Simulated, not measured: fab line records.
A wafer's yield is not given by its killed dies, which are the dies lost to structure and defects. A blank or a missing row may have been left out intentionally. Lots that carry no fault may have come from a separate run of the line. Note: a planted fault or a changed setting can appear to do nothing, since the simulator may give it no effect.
One fault seen from 2 desks | flow nand harc | each desk has only its own numbers; what lay behind them comes last

METROLOGY DESK
Lot by lot, what the gauges showed, no matter which tool ran the lot: averages of those sampled wafers that carry a number. Any lot whose mean is over 4 standard deviations away from the usual mean is out of limits and marked OUT; that distance is given in the brackets.
Columns: A = overlay x nm at NHARC_P_CONTACT_OVL_MEAS_13, usual 0.2 nm; B = overlay y nm at NHARC_P_CONTACT_OVL_MEAS_13, usual 0.2 nm
lot  | first seen here | A    | B
L924 | day 5 21:08     | 0.1  | -0.6
L926 | day 6 13:23     | -0.9 | 0.2
L925 | day 6 14:00     | -1.8 | -0.6
L928 | day 7 12:36     | 0.4  | 0.9
L929 | day 7 21:11     | 0.0  | 1.2
L931 | day 9 00:43     | -0.6 | 0.8
L933 | day 9 15:41     | 1.7  | 0.4
L939 | day 12 02:44    | 0.9  | 1.1
L940 | day 12 15:46    | 0.4  | 1.3
L941 | day 13 05:04    | -0.9 | -0.5
L942 | day 13 06:01    | 0.5  | -0.7
L944 | day 14 04:14    | -0.7 | 0.7
L945 | day 14 16:53    | -0.6 | 0.4
L946 | day 15 07:43    | -0.2 | 1.0
This desk's finding: nothing out of limits on any of the 14 lots.

DESK OF THE TOOL OWNER: rie diel-12
The tool's own readings at NHARC_P_CONTACT_ETCH_18 (etches the open film in C4F8/O2/Ar, target depth 481 nm, time 240.5 s): means of the sampled wafers that have a number, for each lot that ran on this tool. Any lot whose mean is over 4 standard deviations away from the usual mean is out of limits and marked OUT; that distance is given in the brackets.
Columns: A = oes product au at NHARC_P_CONTACT_ETCH_18, usual 0.955 a.u.; B = rf vpp V at NHARC_P_CONTACT_ETCH_18, usual 980 V
lot  | first seen here | A     | B
L925 | day 6 14:35     | 0.952 | 980
L929 | day 7 21:51     | 0.960 | 977
L931 | day 9 01:18     | 0.965 | 980
L933 | day 9 16:22     | 0.963 | 978
L939 | day 12 03:19    | 0.949 | 981
L941 | day 13 05:38    | 0.945 | 982
This desk's finding: nothing out of limits on any of the 6 lots.

TAKEN TOGETHER
At the metrology desk, nothing out of limits was observed.
The desk of the tool owner found nothing out of limits.

WHAT THE SIMULATOR PUT IN
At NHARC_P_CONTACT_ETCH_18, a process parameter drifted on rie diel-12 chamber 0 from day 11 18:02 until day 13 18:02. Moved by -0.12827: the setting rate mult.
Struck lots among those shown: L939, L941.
